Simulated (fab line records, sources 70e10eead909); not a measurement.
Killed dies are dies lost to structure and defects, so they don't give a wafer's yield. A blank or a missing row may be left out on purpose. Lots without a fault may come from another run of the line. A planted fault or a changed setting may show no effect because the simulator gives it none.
fab line records | flow nand_harc | part 1 of 2: steps 1 to 20 of 30
record lots=5 wafers=15 last_day=33
route steps=1302 shown A_CHANNEL_HOLE_D1@484 A_CHANNEL_FILL_D1@490
lots that met no fault: from a run of the same line without faults
start_h: hours from the record's first day to the start of the lot's first wafer shown | wait_h: hours since the lot's step before | " the same as in the row above | L1.1+2: a row that stands for several wafers | - no value, or no start given | * or withheld: withheld | < > ~ a bound
route shown NAME@n: a module of which the file shows steps, and the number in the route of the first | usual: mean/standard deviation of fault-free wafers | same: alike in all rows | chamber/n: place in a boat | sites: the reading at each site | _std_site: their standard deviation | _edge_site: outer sites' mean less inner sites' | radius_mm: how far each site lies from the wafer's centre | mask NAME#n: copy n | behind: the tool/chamber that last shaped the wafer | hold: why the lot was held/for how many hours/how that ended | device: the transistor (n, p or np) that didn't switch | end of line: the same wafers' tests at the end of the route | a step without rows: its recipe alone | killed: dies lost to structure and defects at the first sort, not the wafer's yield | map: a wafer's dies, x killed, . not, _ none there
set.NAME: the setting as run; set.NAME@STEP: as run at that earlier step | model.NAME: the simulator's own value behind a step, which no gauge read
lots at some steps of the route; a table a step, a row a wafer
services: from which hour (start_h, from the record's first day; less than 0 if before it) a tool's chamber was out of use, for how many hours, and why
## steps
# step NHARC_A_CHANNEL_HOLE_D1_STRIP_27
# recipe o2_flow_sccm=500 ar_flow_sccm=0 bias_w=0 chemistry=O2
# usual drypump_motor_current_A=5.8/0.45 oes_product_au=1.000/0.0071 rf_vpp_V=57.8/0.84 showerhead_plenum_p_Torr=3.50/0.11 throttle_valve_pct=17.036/0.0092
# columns lot.wafer tool chamber start_h wait_h drypump_motor_current_A oes_product_au rf_hours_counter_h rf_vpp_V showerhead_plenum_p_Torr throttle_valve_pct
L080.3 rie_diel-08 1 - - 6.5 0.994 6 57.9 3.40 17.039
L080.5 " 0 " " 5.1 1.000 - 56.5 3.44 17.029
L080.6 " 1 " " 6.5 0.999 - 58.3 3.40 17.037
L082.3 rie_diel-08 0 - - 5.1 0.988 6 57.5 3.44 17.022
L082.1 " 2 " " 6.0 1.003 6 57.7 3.48 17.040
L082.6 " 1 " " 6.5 0.995 - 55.8 3.40 17.024
L086.4 rie_diel-08 1 - - 6.5 0.999 10 57.1 3.40 17.045
L086.3 " 3 " " 5.7 0.990 10 59.0 3.64 17.038
L086.6 " 1 " " 6.5 1.003 - 60.0 3.40 17.031
L093.2 rie_diel-03 0 372.19 0.1 6.0 0.995 29 58.6 3.34 17.045
L093.1 " 1 " " 5.7 1.006 26 57.6 3.38 17.029
L093.3 " 1 " " 5.7 1.001 - 58.2 3.38 17.031
L095.1 rie_diel-08 3 - - 5.7 0.992 1 58.5 3.63 17.033
L095.2 " 2 " " 6.0 1.009 1 57.0 3.47 17.033
L095.6 " 0 " " 5.0 0.998 - 59.0 3.44 17.025
# step NHARC_A_CHANNEL_HOLE_D1_PRECLEAN_28
# recipe time_s=* temp_c=50 bath_age_min=0 chemistry=SC1
# usual bath_guard_temp_C=50.1/0.38 h2o2_flow_mL_min=56.56/0.18 temp_c=50.01/0.12
# same bath_age_min=0
# columns lot.wafer tool chamber start_h wait_h bath_guard_temp_C h2o2_flow_mL_min temp_c
L080.3 wet_bench-05 0 253.87 - 50.0 56.74 49.93
L080.5 " 4 " " 49.9 56.62 49.90
L080.6 " 5 " " 49.8 56.59 50.11
L082.6 wet_bench-06 7 269.49 - 50.2 56.72 49.91
L082.1 " 0 " " 50.1 56.19 49.88
L082.3 " 1 " " 49.6 56.27 50.05
L086.4 wet_bench-06 4 306.52 - 50.3 56.46 50.13
L086.3 " 7 " " 50.2 56.56 49.93
L086.6 " 1 " " 49.8 56.22 50.19
L093.2 wet_bench-09 4 373.07 - 51.1 56.79 49.95
L093.1 " 5 " " 50.9 56.56 50.01
L093.3 " 0 " " 49.6 56.49 50.17
L095.6 wet_bench-06 1 397.61 - 49.8 56.24 49.96
L095.1 " 2 " " 50.2 56.67 50.09
L095.2 " 3 " " 50.1 56.81 49.99
# step NHARC_A_CHANNEL_HOLE_D1_SRD_29
# columns lot.wafer tool chamber start_h wait_h
L080.3+5+6 wet_bench-05 0,4,5 - -
L082.6+1+3 wet_bench-06 7,0,1 - -
L086.4+3+6 wet_bench-06 4,7,1 - -
L093.2+1+3 wet_bench-09 4,5,0 - -
L095.6+1+2 wet_bench-06 1,2,3 - -
# step NHARC_A_CHANNEL_HOLE_D1_CD_MEAS_30
# usual cd_nm=89.7/1.3
# columns lot.wafer tool chamber start_h wait_h cd_nm
L080.3 cd_sem-02 - 254.02 - 91.7
L080.5 " - " " 90.4
L080.6 " - " " 88.5
L082.1 cd_sem-03 - 269.61 - 89.5
L082.3 " - " " 89.3
L082.6 " - " " 90.8
L086.3 cd_sem-02 - 306.66 - 90.3
L086.4 " - " " 89.8
L086.6 " - " " 91.6
L093.1 cd_sem-01 - 373.21 - 89.5
L093.2 " - " " 90.1
L093.3 " - " " 88.9
L095.1 cd_sem-03 - 397.75 - 90.2
L095.2 " - " " 89.3
L095.6 " - " " 90.3
# step NHARC_A_CHANNEL_HOLE_D1_XSEM_31
# recipe landing_energy_ev=35000
# usual bot_cd_nm=74.3/1.5 bow_nm=8.51/0.29 tilt_deg=0.069/0.03
# columns lot.wafer tool chamber start_h wait_h bot_cd_nm bow_nm tilt_deg
L080.3 xsem-01 0 254.10 0.1 77.1 8.60 0.062
L080.5 " 0 " " 75.4 8.59 0.062
L080.6 " 0 " " 74.5 8.59 0.063
L082.1 xsem-02 0 269.70 0.1 74.4 8.47 0.076
L082.3 " 0 " " 73.3 8.54 0.076
L082.6 " 0 " " 75.6 8.52 0.076
L086.3 xsem-01 0 306.75 0.1 75.5 8.27 0.062
L086.4 " 0 " " 73.7 8.33 0.060
L086.6 " 0 " " 76.1 8.22 0.060
L093.1 xsem-02 0 373.30 0.1 73.0 8.29 0.144
L093.2 " 0 " " 73.4 8.37 0.146
L093.3 " 0 " " 72.7 8.37 0.143
L095.1 xsem-02 0 397.84 0.1 74.3 8.30 0.075
L095.2 " 0 " " 73.9 8.29 0.075
L095.6 " 0 " " 74.6 8.32 0.074
# step NHARC_A_CHANNEL_HOLE_D1_INSPECT_40
# usual raw_defect_count=69/23
# columns lot.wafer tool chamber start_h wait_h raw_defect_count
L080.3 defect_inspect-01 - 254.20 - 33
L080.5 " - " " 47
L080.6 " - " " 38
L082.1 defect_inspect-02 - 269.80 - 92
L082.3 " - " " 113
L082.6 " - " " 99
L086.3 defect_inspect-02 - 306.84 - 54
L086.4 " - " " 86
L086.6 " - " " 71
L093.1 defect_inspect-01 - 373.40 - 53
L093.2 " - " " 93
L093.3 " - " " 57
L095.1 defect_inspect-02 - 397.94 - 64
L095.2 " - " " 64
L095.6 " - " " 45
# step NHARC_A_CHANNEL_FILL_D1_PRECLEAN_00
# recipe time_s=* temp_c=50 bath_age_min=0 chemistry=SC1
# usual bath_guard_temp_C=50.1/0.49 h2o2_flow_mL_min=56.61/0.17 temp_c=50.00/0.11
# same bath_age_min=0
# columns lot.wafer tool chamber start_h wait_h bath_guard_temp_C h2o2_flow_mL_min temp_c
L080.5 wet_bench-02 3 254.25 0.1 51.0 56.95 50.00
L080.6 " 6 " " 50.0 56.47 50.11
L080.3 " 7 " " 49.9 56.64 50.03
L082.1 wet_bench-01 2 269.86 0.1 50.6 57.05 49.87
L082.3 " 5 " " 50.4 56.46 49.95
L082.6 " 6 " " 50.0 56.12 49.99
L086.6 wet_bench-02 4 306.90 0.1 49.9 56.75 50.10
L086.4 " 5 " " 50.4 56.70 50.21
L086.3 " 7 " " 49.7 56.72 49.90
L093.3 wet_bench-07 3 373.45 0.0 50.8 56.73 49.95
L093.1 " 4 " " 50.7 56.62 49.93
L093.2 " 6 " " 50.9 56.35 49.95
L095.6 wet_bench-01 3 398.00 0.1 49.8 56.69 49.97
L095.2 " 4 " " 49.9 56.69 50.10
L095.1 " 6 " " 49.9 56.59 50.16
# step NHARC_A_CHANNEL_FILL_D1_SRD_01
# columns lot.wafer tool chamber start_h wait_h
L080.5+6+3 wet_bench-02 3,6,7 - -
L082.1+3+6 wet_bench-01 2,5,6 - -
L086.6+4+3 wet_bench-02 4,5,7 - -
L093.3+1+2 wet_bench-07 3,4,6 - -
L095.6+2+1 wet_bench-01 3,4,6 - -
# step NHARC_A_CHANNEL_FILL_D1_ALD_02
# recipe target_thk_a=60 pulse_time_s=10 ald_cycles=60 temp_c=300 material=SiO2
# usual heater_power_w=456/30 precursor_pulse_height_rel=0.999/0.02
# columns lot.wafer tool chamber start_h wait_h heater_power_w precursor_pulse_height_rel
L080.3 ald_hk-04 1 254.61 - 473 1.009
L080.6 " 2 " " 498 0.983
L080.5 " 3 " " 453 0.986
L082.1 ald_hk-03 1 270.06 - 514 0.993
L082.3 " 2 " " 426 0.984
L082.6 " 1 " " 508 0.971
L086.4 ald_hk-02 3 307.68 - 447 1.004
L086.3 " 0 " " 458 0.970
L086.6 " 3 " " 436 1.002
L093.2 ald_hk-03 0 373.59 - 404 0.989
L093.1 " 2 " " 437 1.006
L093.3 " 3 " " 429 0.994
L095.1 ald_hk-02 2 398.13 - 469 1.014
L095.2 " 1 " " 419 1.005
L095.6 " 2 " " 476 0.983
# step NHARC_A_CHANNEL_FILL_D1_ALD_03
# recipe target_thk_a=60 pulse_time_s=60 ald_cycles=58 temp_c=630 pressure_torr=2 material=SiNx
# usual chamber_pressure_Torr=2.000/0.0038 precursor_pulse_height_rel=1.002/0.02
# columns lot.wafer tool chamber start_h wait_h chamber_pressure_Torr precursor_pulse_height_rel
L080.3 ald_sin_batch-02 0 - - 2.002 1.002
L080.5 " 0 " " 1.999 0.965
L080.6 " 0 " " 2.000 1.005
L082.1 ald_sin_batch-03 0 - - 1.999 1.012
L082.3 " 0 " " 2.000 1.052
L082.6 " 0 " " 2.005 1.005
L086.3 ald_sin_batch-03 0 - - 2.001 0.984
L086.4 " 0 " " 1.997 1.027
L086.6 " 0 " " 2.007 1.018
L093.1 ald_sin_batch-03 0 - - 1.999 0.993
L093.2 " 0 " " 2.003 0.986
L093.3 " 0 " " 1.996 1.008
L095.1 ald_sin_batch-01 0 - - 2.002 0.996
L095.2 " 0 " " 2.003 0.987
L095.6 " 0 " " 2.000 0.970
# step NHARC_A_CHANNEL_FILL_D1_ALD_14
# recipe target_thk_a=25 pulse_time_s=10 ald_cycles=25 temp_c=300 material=SiO2
# usual heater_power_w=458/31 precursor_pulse_height_rel=1.003/0.02
# columns lot.wafer tool chamber start_h wait_h heater_power_w precursor_pulse_height_rel
L080.3 ald_hk-03 2 261.01 0.1 427 0.987
L080.6 " 1 " " 498 1.003
L080.5 " 2 " " 422 1.007
L082.3 ald_hk-04 2 277.08 0.0 490 0.987
L082.1 " 3 " " 474 1.029
L082.6 " 3 " " 477 1.044
L086.4 ald_hk-02 0 314.65 0.1 455 0.988
L086.3 " 1 " " 447 1.016
L086.6 " 3 " " 440 1.047
L093.3 ald_hk-02 3 380.60 0.0 456 0.992
L093.2 " 1 " " 421 0.981
L093.1 " 2 " " 458 0.992
L095.2 ald_hk-04 1 405.19 0.1 509 1.028
L095.1 " 2 " " 487 1.019
L095.6 " 0 " " 447 1.022
# step NHARC_A_CHANNEL_FILL_D1_ALD_15
# recipe target_thk_a=20 pulse_time_s=60 ald_cycles=19 temp_c=630 pressure_torr=2 material=SiNx
# usual chamber_pressure_Torr=2.000/0.0046 precursor_pulse_height_rel=0.998/0.021
# columns lot.wafer tool chamber start_h wait_h chamber_pressure_Torr precursor_pulse_height_rel
L080.3 ald_sin_batch-01 0 - - 2.006 1.016
L080.5 " 0 " " 2.009 0.983
L080.6 " 0 " " 2.010 1.007
L082.1 ald_sin_batch-03 0 - - 1.996 1.005
L082.3 " 0 " " 1.995 0.976
L082.6 " 0 " " 1.999 0.981
L086.3 ald_sin_batch-02 0 - - 1.998 0.971
L086.4 " 0 " " 2.001 1.003
L086.6 " 0 " " 2.003 0.992
L093.1 ald_sin_batch-01 0 - - 2.000 0.993
L093.2 " 0 " " 1.999 1.008
L093.3 " 0 " " 2.004 1.039
L095.1 ald_sin_batch-03 0 - - 2.001 0.969
L095.2 " 0 " " 1.998 0.975
L095.6 " 0 " " 2.002 1.006
# step NHARC_A_CHANNEL_FILL_D1_ALD_16
# recipe target_thk_a=15 pulse_time_s=10 ald_cycles=15 temp_c=300 material=SiO2
# usual heater_power_w=451/32 precursor_pulse_height_rel=1.002/0.02
# columns lot.wafer tool chamber start_h wait_h heater_power_w precursor_pulse_height_rel
L080.3 ald_hk-03 2 268.47 2.4 409 0.999
L080.6 " 0 " " 393 1.021
L080.5 " 1 " " 501 1.002
L082.3 ald_hk-03 1 282.28 0.0 506 1.013
L082.1 " 0 " " 397 0.990
L082.6 " 1 " " 501 1.016
L086.4 ald_hk-04 3 319.80 0.0 461 0.993
L086.3 " 2 " " 469 0.988
L086.6 " 3 " " 478 0.995
L093.1 ald_hk-04 3 385.76 0.0 466 0.976
L093.3 " 0 " " 440 0.977
L093.2 " 2 " " 485 1.061
L095.1 ald_hk-03 3 410.28 0.0 449 1.015
L095.2 " 0 " " 423 1.009
L095.6 " 3 " " 446 0.991
# step NHARC_A_CHANNEL_FILL_D1_ANNEAL_17
# recipe temp_c=850 time_s=1800
# usual spike_tc_upper_C=850.9/1.3 zone_power_centre_pct=16.4/0.48 zone_power_lower_pct=15.0/1.6 zone_power_upper_pct=15.1/1.2
# columns lot.wafer tool chamber start_h wait_h spike_tc_upper_C zone_power_centre_pct zone_power_lower_pct zone_power_upper_pct
L080.3 furnace-06 0 272.33 - 850.7 16.0 15.9 15.3
L080.5 " 0 " " 851.7 15.9 15.8 15.5
L080.6 " 0 " " 850.7 15.9 16.0 15.5
L082.1 furnace-07 0 285.59 - 850.4 16.6 16.8 16.3
L082.3 " 0 " " 850.4 16.9 16.7 16.9
L082.6 " 0 " " 850.3 16.5 17.0 16.9
L086.3 furnace-06 0 323.17 - 851.5 15.6 15.8 15.5
L086.4 " 0 " " 849.7 15.7 15.8 15.5
L086.6 " 0 " " 851.0 15.7 16.0 15.4
L093.1 furnace-06 0 390.36 - 850.4 16.0 15.8 15.5
L093.2 " 0 " " 850.8 15.7 16.2 15.6
L093.3 " 0 " " 849.8 15.7 15.9 15.4
L095.1 furnace-06 0 413.66 - 851.0 15.9 15.8 15.5
L095.2 " 0 " " 848.9 15.9 15.9 15.6
L095.6 " 0 " " 852.6 15.7 15.9 15.1
# step NHARC_A_CHANNEL_FILL_D1_CVD_18
# recipe target_thk_a=30 temp_c=550 material=poly-Si
# usual spike_tc_upper_C=550.1/1.3 zone_power_centre_pct=7.9/0.89 zone_power_lower_pct=7.3/0.68 zone_power_upper_pct=6.9/0.33
# columns lot.wafer tool chamber start_h wait_h spike_tc_upper_C zone_power_centre_pct zone_power_lower_pct zone_power_upper_pct
L080.3 lpcvd_poly-01 0 278.71 - 551.4 6.7 8.1 7.2
L080.5 " 0 " " 551.4 6.7 8.1 7.2
L080.6 " 0 " " 548.9 6.7 8.2 7.2
L082.1 lpcvd_poly-04 0 291.99 - 550.5 8.6 7.6 7.3
L082.3 " 0 " " 551.0 8.8 7.6 7.2
L082.6 " 0 " " 550.6 8.6 7.4 7.3
L086.3 lpcvd_poly-03 0 329.75 - 549.6 8.4 6.5 6.5
L086.4 " 0 " " 546.0 8.7 6.7 6.6
L086.6 " 0 " " 548.8 8.5 6.5 6.5
L093.1 lpcvd_poly-01 0 396.82 - 553.5 6.6 8.1 7.4
L093.2 " 0 " " 551.6 6.6 8.0 7.2
L093.3 " 0 " " 550.9 6.7 8.1 7.2
L095.1 lpcvd_poly-04 0 420.13 - 550.7 8.6 7.5 7.2
L095.2 " 0 " " 551.2 8.7 7.5 7.2
L095.6 " 0 " " 551.0 8.7 7.4 7.2
# step NHARC_A_CHANNEL_FILL_D1_ETCHBACK_19
# recipe target_depth_a=50 time_s=1.7 hbr_flow_sccm=150 cl2_flow_sccm=50 rf_w=400 icp_w=400 bias_w=100 chemistry=HBr/Cl2
# usual drypump_motor_current_A=5.8/0.54 oes_product_au=0.998/0.009 throttle_valve_pct=26.405/0.0086
# columns lot.wafer tool chamber start_h wait_h drypump_motor_current_A oes_product_au rf_hours_counter_h throttle_valve_pct
L080.3 rie_si-04 0 280.77 0.4 5.0 1.009 0.64 26.404
L080.5 " 3 " " 5.2 0.987 - 26.425
L080.6 " 0 " " 5.1 1.006 - 26.403
L082.3 rie_si-04 1 294.09 0.4 6.0 0.984 0.71 26.413
L082.1 " 2 " " 6.3 0.995 0.58 26.398
L082.6 " 3 " " 5.2 0.983 - 26.402
L086.3 rie_si-04 2 331.79 0.4 6.3 0.999 0.86 26.398
L086.4 " 3 " " 5.2 0.987 0.82 26.398
L086.6 " 3 " " 5.2 0.989 - 26.406
L093.2 rie_si-02 3 398.86 0.4 6.5 1.010 0.70 26.417
L093.1 " 0 " " 6.1 1.002 0.74 26.405
L093.3 " 2 " " 5.3 1.013 0.69 26.408
L095.2 rie_si-02 3 422.21 0.4 6.5 1.003 0.84 26.394
L095.1 " 0 " " 6.2 0.991 0.86 26.417
L095.6 " 1 " " 6.6 0.995 - 26.392
# step NHARC_A_CHANNEL_FILL_D1_ETCHBACK_20
# recipe target_depth_a=270 time_s=13.5 c4f8_flow_sccm=withheld o2_flow_sccm=8 ar_flow_sccm=withheld rf_w=600 bias_w=1500 chemistry=C4F8/O2/Ar
# usual oes_product_au=0.96/0.036 rf_vpp_V=978/6.4
# columns lot.wafer tool chamber start_h wait_h oes_product_au rf_hours_counter_h rf_vpp_V
L080.3 rie_diel-05 2 280.89 - 0.99 2.0 984
L080.6 " 2 " " 0.99 - 983
L080.5 " 3 " " 0.99 - 984
L082.1 rie_diel-05 3 294.19 - 0.97 2.4 983
L082.3 " 2 " " 0.97 2.4 983
L082.6 " 1 " " 0.95 - 976
L086.4 rie_diel-05 3 331.92 - 0.93 4.3 985
L086.3 " 0 " " 0.92 3.0 978
L086.6 " 3 " " 0.92 - 983
L093.2 rie_diel-05 2 398.98 - 0.93 7.6 983
L093.3 " 3 " " 0.93 7.0 983
L093.1 " 1 " " 0.97 8.3 975
L095.1 rie_diel-06 0 422.31 - 0.92 6.4 972
L095.2 " 3 " " 0.94 6.0 971
L095.6 " 0 " " 0.92 - 971
# step NHARC_A_CHANNEL_FILL_D1_STRIP_28
# recipe time_s=20 o2_flow_sccm=500 ar_flow_sccm=0 bias_w=0 chemistry=O2
# usual drypump_motor_current_A=5.8/0.62 oes_product_au=0.995/0.011 rf_vpp_V=57.8/0.92 showerhead_plenum_p_Torr=3.52/0.15 throttle_valve_pct=17.036/0.0086
# columns lot.wafer tool chamber start_h wait_h drypump_motor_current_A oes_product_au rf_hours_counter_h rf_vpp_V showerhead_plenum_p_Torr throttle_valve_pct
L080.3 rie_diel-05 1 280.98 0.1 6.0 0.984 2.0 58.6 3.42 17.040
L080.5 " 1 " " 6.0 0.973 - 58.3 3.42 17.039
L080.6 " 2 " " 6.4 0.990 - 58.9 3.66 17.036
L082.1 rie_diel-05 3 294.30 0.1 6.2 1.004 2.4 55.8 3.65 17.028
L082.3 " 2 " " 6.4 0.998 2.5 59.8 3.66 17.039
L082.6 " 2 " " 6.4 0.997 - 58.0 3.66 17.041
L086.3 rie_diel-05 1 332.01 0.1 6.0 0.974 4.9 58.0 3.42 17.044
L086.4 " 2 " " 6.4 0.979 4.8 59.0 3.66 17.026
L086.6 " 1 " " 6.0 0.971 - 55.3 3.42 17.057
L093.1 rie_diel-05 0 399.07 0.1 6.0 0.985 6.6 57.6 3.56 17.040
L093.2 " 2 " " 6.4 0.995 7.6 56.2 3.66 17.048
L093.3 " 3 " " 6.1 0.994 7.0 59.3 3.65 17.018
L095.1 rie_diel-06 0 422.42 0.1 6.8 0.989 6.4 58.6 3.38 17.029
L095.2 " 2 " " 6.0 1.014 5.6 57.7 3.47 17.029
L095.6 " 3 " " 4.9 1.001 - 56.2 3.32 17.043
# step NHARC_A_CHANNEL_FILL_D1_PRECLEAN_21
# recipe time_s=30 chemistry=dHF
# columns lot.wafer tool chamber start_h wait_h
L080.5+6+3 wet_bench-07 1,2,4 281.07 -
L082.3+1+6 wet_bench-07 0,4,5 294.41 -
L086.3+6+4 wet_bench-07 6,0,3 332.11 -
L093.2+1+3 wet_bench-01 2,6,7 399.17 -
L095.1+6+2 wet_bench-07 3,6,7 422.52 -
# step NHARC_A_CHANNEL_FILL_D1_SRD_23
# columns lot.wafer tool chamber start_h wait_h
L080.5+6+3 wet_bench-07 1,2,4 281.10 0.0
L082.3+1+6 wet_bench-07 0,4,5 294.44 0.0
L086.3+6+4 wet_bench-07 6,0,3 332.13 0.0
L093.2+1+3 wet_bench-01 2,6,7 399.20 0.0
L095.1+6+2 wet_bench-07 3,6,7 422.55 0.0
